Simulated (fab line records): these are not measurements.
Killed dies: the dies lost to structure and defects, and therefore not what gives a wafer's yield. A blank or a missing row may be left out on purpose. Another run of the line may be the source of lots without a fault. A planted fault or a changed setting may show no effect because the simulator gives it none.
Chamber matching || flow n5Finfet || N5_HKMG_FIN_CMP_23 on cmp-02: 4 sister chambers
The step polishes, stops on SiNx, t overpolish 10 s, target thk 46.326 nm. 18 wafers are shown with their chamber, then 9 later ones without.

## WAFERS, EACH WITH ITS CHAMBER
{"wafer": "L076.1", "chamber": 3, "motorCurrentA (A)": 12.7, "timeToEndpointS (s)": 10.2, "overpolishRunS (s)": 9.999}
{"wafer": "L076.4", "chamber": 2, "motorCurrentA (A)": 13.3, "timeToEndpointS (s)": 11.0, "overpolishRunS (s)": 9.999}
{"wafer": "L076.5", "chamber": 3, "motorCurrentA (A)": 13.5, "timeToEndpointS (s)": 10.8, "overpolishRunS (s)": 9.997}
{"wafer": "L076.2", "chamber": 0, "motorCurrentA (A)": 12.5, "timeToEndpointS (s)": 12.7, "overpolishRunS (s)": 10.005}
{"wafer": "L076.3", "chamber": 1, "motorCurrentA (A)": 11.4, "timeToEndpointS (s)": 9.8, "overpolishRunS (s)": 10.006}
{"wafer": "L076.6", "chamber": 0, "motorCurrentA (A)": 11.9, "timeToEndpointS (s)": 10.0, "overpolishRunS (s)": 10.001}
{"wafer": "L079.1", "chamber": 1, "motorCurrentA (A)": 11.8, "timeToEndpointS (s)": 11.2, "overpolishRunS (s)": 10.009}
{"wafer": "L079.3", "chamber": 2, "motorCurrentA (A)": 12.5, "timeToEndpointS (s)": 13.6, "overpolishRunS (s)": 10.005}
{"wafer": "L079.5", "chamber": 0, "motorCurrentA (A)": 11.6, "timeToEndpointS (s)": 14.5, "overpolishRunS (s)": 10.012}
{"wafer": "L085.2", "chamber": 3, "motorCurrentA (A)": 13.5, "timeToEndpointS (s)": 13.0, "overpolishRunS (s)": 10.018}
{"wafer": "L085.3", "chamber": 1, "motorCurrentA (A)": 10.9, "timeToEndpointS (s)": 10.6, "overpolishRunS (s)": 9.999}
{"wafer": "L085.4", "chamber": 2, "motorCurrentA (A)": 12.9, "timeToEndpointS (s)": 13.1, "overpolishRunS (s)": 10.002}
{"wafer": "L093.3", "chamber": 1, "motorCurrentA (A)": 10.7, "timeToEndpointS (s)": 11.6, "overpolishRunS (s)": 9.998}
{"wafer": "L093.5", "chamber": 0, "motorCurrentA (A)": 11.5, "timeToEndpointS (s)": 13.4, "overpolishRunS (s)": 9.994}
{"wafer": "L093.6", "chamber": 3, "motorCurrentA (A)": 12.9, "timeToEndpointS (s)": 12.5, "overpolishRunS (s)": 10.001}
{"wafer": "L094.1", "chamber": 3, "motorCurrentA (A)": 12.9, "timeToEndpointS (s)": 10.0, "overpolishRunS (s)": 10.003}
{"wafer": "L094.3", "chamber": 2, "motorCurrentA (A)": 11.6, "timeToEndpointS (s)": 10.1, "overpolishRunS (s)": 9.994}
{"wafer": "L094.4", "chamber": 0, "motorCurrentA (A)": 11.7, "timeToEndpointS (s)": 11.9, "overpolishRunS (s)": 9.996}

SIGNATURES, as means of the wafers listed above
{"reading": "motorCurrentA", "chamber 0": 11.840, "chamber 1": 11.200, "chamber 2": 12.575, "chamber 3": 13.100, "scatter within a chamber": 0.501}
{"reading": "timeToEndpointS", "chamber 0": 12.500, "chamber 1": 10.800, "chamber 2": 11.950, "chamber 3": 11.300, "scatter within a chamber": 1.44}
{"reading": "overpolishRunS", "chamber 0": 10.00160, "chamber 1": 10.00300, "chamber 2": 10.00000, "chamber 3": 10.00360, "scatter within a chamber": 0.00676}
Rule: a wafer lies at a distance from a chamber equal to the root of the sum of squares, over the readings, of (its reading less the chamber's mean, divided by the reading's scatter). If the next closest chamber is less than 2 further off than the closest, the wafer can't be placed; otherwise it belongs to the closest. The scatter: take each reading less its chamber's mean, square it, sum over the shown wafers, divide by the number of wafers less the number of chambers, and take the root.

## WAFERS WITH NO CHAMBER GIVEN
{"wafer": "L094.2", "motorCurrentA (A)": 11.2, "timeToEndpointS (s)": 8.0, "overpolishRunS (s)": 10.003}
{"wafer": "L094.5", "motorCurrentA (A)": 12.2, "timeToEndpointS (s)": 10.7, "overpolishRunS (s)": 10.001}
{"wafer": "L094.6", "motorCurrentA (A)": 12.7, "timeToEndpointS (s)": 9.4, "overpolishRunS (s)": 10.007}
{"wafer": "L096.4", "motorCurrentA (A)": 12.1, "timeToEndpointS (s)": 16.2, "overpolishRunS (s)": 9.997}
{"wafer": "L096.5", "motorCurrentA (A)": 12.8, "timeToEndpointS (s)": 14.9, "overpolishRunS (s)": 9.993}
{"wafer": "L096.6", "motorCurrentA (A)": 10.8, "timeToEndpointS (s)": 13.7, "overpolishRunS (s)": 9.998}
{"wafer": "L097.1", "motorCurrentA (A)": 11.0, "timeToEndpointS (s)": 18.2, "overpolishRunS (s)": 9.999}
{"wafer": "L097.2", "motorCurrentA (A)": 12.4, "timeToEndpointS (s)": 14.6, "overpolishRunS (s)": 9.996}
{"wafer": "L097.6", "motorCurrentA (A)": 11.2, "timeToEndpointS (s)": 17.8, "overpolishRunS (s)": 9.996}

## THE CHAMBER EACH PASSED THROUGH
{"wafer": "L094.2", "from the rows above": "can't be placed: 1 or 0 or 2", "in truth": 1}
{"wafer": "L094.5", "from the rows above": "can't be placed: 2 or 0 or 3 or 1", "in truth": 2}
{"wafer": "L094.6", "from the rows above": "can't be placed: 3 or 2 or 0 or 1", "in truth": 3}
{"wafer": "L096.4", "from the rows above": "can't be placed: 0 or 2 or 3 or 1", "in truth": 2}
{"wafer": "L096.5", "from the rows above": "can't be placed: 2 or 0 or 3", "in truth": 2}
{"wafer": "L096.6", "from the rows above": "can't be placed: 1 or 0 or 2", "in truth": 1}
{"wafer": "L097.1", "from the rows above": "can't be placed: 0 or 1 or 2", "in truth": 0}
{"wafer": "L097.2", "from the rows above": "can't be placed: 2 or 0 or 3 or 1", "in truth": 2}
{"wafer": "L097.6", "from the rows above": "can't be placed: 0 or 2 or 1", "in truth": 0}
Placed correctly: 0 of 9. Not placeable from these rows: 9 (in 9, the candidates include the true chamber). Placed wrongly: 0.
